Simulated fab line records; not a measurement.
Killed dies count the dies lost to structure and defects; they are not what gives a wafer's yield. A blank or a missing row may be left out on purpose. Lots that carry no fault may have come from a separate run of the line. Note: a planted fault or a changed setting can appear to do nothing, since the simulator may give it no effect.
Matching of chambers -- flow nand-harc -- NHARC_A_ONON_D1_DEP_33 on pecvd-04 has 3 sister chambers
The step deposits SiO2, target thk 200 nm. 18 wafers are shown with their chamber, then 9 later ones without.

== WAFERS, EACH WITH ITS CHAMBER ==
wafer,chamber,heater-power-w (W),throttle-valve-pct (%),rf-fwd-power-W (W)
L075.4,1,703,16.0,899.6
L075.5,0,579,16.4,901.1
L075.6,2,479,15.5,901.4
L076.1,0,586,16.1,898.7
L076.4,1,585,16.1,893.3
L076.6,2,487,15.9,897.9
L078.3,2,433,16.1,899.6
L078.5,2,444,16.2,895.4
L078.6,1,683,16.1,896.8
L080.1,2,415,15.9,905.6
L080.2,0,674,16.2,896.9
L080.3,1,766,15.6,900.3
L083.2,1,765,15.7,899.5
L083.3,2,489,16.1,893.7
L083.5,1,741,15.5,893.3
L087.1,2,464,16.0,897.2
L087.4,0,558,16.0,898.1
L087.6,1,711,15.4,892.6

SIGNATURES, as means of the wafers listed above
reading,chamber 0,chamber 1,chamber 2,scatter within a chamber
heater-power-w,599.25,707.71,458.71,49.2
throttle-valve-pct,16.175,15.771,15.957,0.248
rf-fwd-power-W,898.700,896.486,898.686,3.39
Rule: for a wafer and a chamber, the distance is found by dividing, reading by reading, the gap between the wafer's reading and the chamber's mean by the reading's scatter, squaring, summing and taking the root. The wafer belongs to the nearest chamber; if the next one is less than 2 further off, it can't be placed. The scatter: take each reading less its chamber's mean, square it, sum over the shown wafers, divide by the number of wafers less the number of chambers, and take the root.

== WAFERS WITH NO CHAMBER GIVEN ==
wafer,heater-power-w (W),throttle-valve-pct (%),rf-fwd-power-W (W)
L094.2,458,16.0,899.1
L094.3,643,16.1,899.6
L094.5,668,16.2,902.0
L097.1,424,16.0,898.6
L097.5,429,16.0,897.1
L097.6,708,16.3,896.1
L096.3,532,16.4,899.3
L096.5,410,15.6,901.8
L096.6,765,15.8,901.7

== WHICH CHAMBER EACH WENT THROUGH ==
wafer,from the rows above,in truth
L094.2,2,2
L094.3,can't be placed: 0 or 1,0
L094.5,can't be placed: 0 or 1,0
L097.1,2,2
L097.5,2,2
L097.6,can't be placed: 1 or 0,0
L096.3,can't be placed: 0 or 2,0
L096.5,2,2
L096.6,can't be placed: 1 or 0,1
Placed correctly: 4 of 9. Cannot be placed on the basis of these rows: 5; the candidates contain the true chamber in 5. Placed wrongly: 0.
